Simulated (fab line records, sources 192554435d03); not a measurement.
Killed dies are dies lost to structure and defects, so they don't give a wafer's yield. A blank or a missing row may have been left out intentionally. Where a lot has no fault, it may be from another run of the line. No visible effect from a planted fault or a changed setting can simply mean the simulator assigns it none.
Split-lot trial + flow n5Finfet + route with 1938 steps; 5 lots, 23 wafers read

## ABOUT THE SPLIT
At N5_BEOL_M7_EXPOSE_25 (exposes mask V6, target cd 40 nm), the setting doseMj was moved away from the recipe's 42.5 on 9 of the 23 wafers read, by -7.5% to +6.8%. For the rest of the wafers, this setting stayed at what the recipe calls for.

## FROM THE SPLIT TO THE READING: what the file shows between them, 2 steps
- N5_BEOL_M7_PEB_26: peb time 60 s
- N5_BEOL_M7_DEVELOP_27: develop time 30 s

## THE READING
cdNm at N5_BEOL_M7_CD_MEAS_28, given in nm (cd target 40 nm). On this fab line, fault-free wafers typically give 40.06 nm with a standard deviation of 0.23 nm.

| wafer  | tool, chamber at the split | doseMj as run | against the recipe | cdNm, nm | against lot-mates on the recipe |
|--------|----------------------------|---------------|--------------------|----------|---------------------------------|
| L079.1 | euvScanner-01, 0           | 42.5          | recipe             | 40.10    | -                               |
| L079.2 | euvScanner-01, 0           | 42.5          | recipe             | 39.98    | -                               |
| L079.4 | euvScanner-01, 0           | 42.5          | recipe             | 40.19    | -                               |
| L079.5 | euvScanner-01, 0           | 39.71         | -6.6%              | 38.25    | -1.84                           |
| L079.6 | euvScanner-01, 0           | 39.71         | -6.6%              | 38.83    | -1.26                           |
| L078.2 | euvScanner-01, 0           | 42.5          | recipe             | 40.51    | -                               |
| L078.3 | euvScanner-01, 0           | 42.5          | recipe             | 40.31    | -                               |
| L078.4 | euvScanner-01, 0           | 39.32         | -7.5%              | 38.44    | -1.86                           |
| L078.5 | euvScanner-01, 0           | 39.32         | -7.5%              | 38.50    | -1.80                           |
| L078.6 | euvScanner-01, 0           | 42.5          | recipe             | 40.08    | -                               |
| L080.1 | euvScanner-01, 0           | 45.37         | +6.8%              | 41.20    | +1.18                           |
| L080.2 | euvScanner-01, 0           | 42.5          | recipe             | 40.04    | -                               |
| L080.3 | euvScanner-01, 0           | 42.5          | recipe             | 39.84    | -                               |
| L080.4 | euvScanner-01, 0           | 42.5          | recipe             | 40.18    | -                               |
| L080.5 | euvScanner-01, 0           | 45.37         | +6.8%              | 41.26    | +1.24                           |
| L082.1 | euvScanner-01, 0           | 42.5          | recipe             | 39.73    | -                               |
| L082.4 | euvScanner-01, 0           | 42.5          | recipe             | 39.85    | -                               |
| L082.6 | euvScanner-01, 0           | 42.5          | recipe             | 40.27    | -                               |
| L091.2 | euvScanner-02, 0           | 44.82         | +5.5%              | 41.20    | +1.13                           |
| L091.3 | euvScanner-02, 0           | 42.5          | recipe             | 39.95    | -                               |
| L091.4 | euvScanner-02, 0           | 44.82         | +5.5%              | 40.93    | +0.86                           |
| L091.5 | euvScanner-02, 0           | 44.82         | +5.5%              | 41.76    | +1.69                           |
| L091.6 | euvScanner-02, 0           | 42.5          | recipe             | 40.19    | -                               |

THE FIT
A straight line over all 23 wafers: cdNm changes by +0.211 nm for each +1% of doseMj; r = +0.96; the points scatter about the line by 0.25 nm.
The same after taking each lot's own level away (the mean of its wafers on the recipe; 23 wafers): +0.222 nm for each +1%; r = +0.97; scatter 0.23 nm.
That fit puts the effect of the largest move of doseMj on the reading at 1.7 nm.
The span of the lots' own levels, 39.950 to 40.300 nm, comes to 1.5 times the standard deviation stated above.
So the lot-to-lot level changes the slope little: the two slopes agree.
Check: with one of the wafers moved furthest among these (-7.5%) left out of the fit, the line predicts -1.67 nm for it against its lot-mates. Against them it came out at -1.86 nm.

## OTHER SPLITS APPLIED TO THESE WAFERS
These wafers also went through other splits before the reading. Each is held against what the fit with the lots' levels taken away leaves over:
| other split on the same wafers  | wafers away from the commonest value | r with cdNm (lot level and that fit taken away) |
|---------------------------------|--------------------------------------|-------------------------------------------------|
| N5_BEOL_M5_TRENCH_ETCH_37 timeS | 10                                   | +0.24                                           |
| N5_BEOL_M6_EXPOSE_25 doseMj     | 5                                    | -0.41                                           |
| N5_BEOL_M7_COAT_71 spinRpm      | 11                                   | -0.19                                           |

## THE WHOLE CHAIN: every reading that the file lists as answering this split, in the file's order
| step                  | what it does                                                        | reading                                                       | change (the file's fit)               | r (the file's) |
|-----------------------|---------------------------------------------------------------------|---------------------------------------------------------------|---------------------------------------|----------------|
| N5_BEOL_M7_CD_MEAS_28 | target cd 40 nm                                                     | cdNm                                                          | +0.222 nm for each +1% of the setting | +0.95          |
| N5_BEOL_M7_DESCUM_33  | chemistry O2, time 7 s                                              | BEOL_M7.cdNm (the simulator's own value, which no gauge read) | +0.214 nm for each +1% of the setting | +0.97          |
| N5_BEOL_M7_ETCH_65    | etches SiARC in CF4, target depth 15.6 nm, time 26 s                | BEOL_M7.cdNm (the simulator's own value, which no gauge read) | +0.218 nm for each +1% of the setting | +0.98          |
| N5_BEOL_M7_ETCH_66    | etches SOC in N2/H2, target depth 80 nm, overetch 16 nm, time 120 s | BEOL_M7.cdNm (the simulator's own value, which no gauge read) | +0.23 nm for each +1% of the setting  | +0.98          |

## THE FILE'S OWN FIT
cdNm changes by +0.222 nm for each +1% of doseMj, r = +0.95.
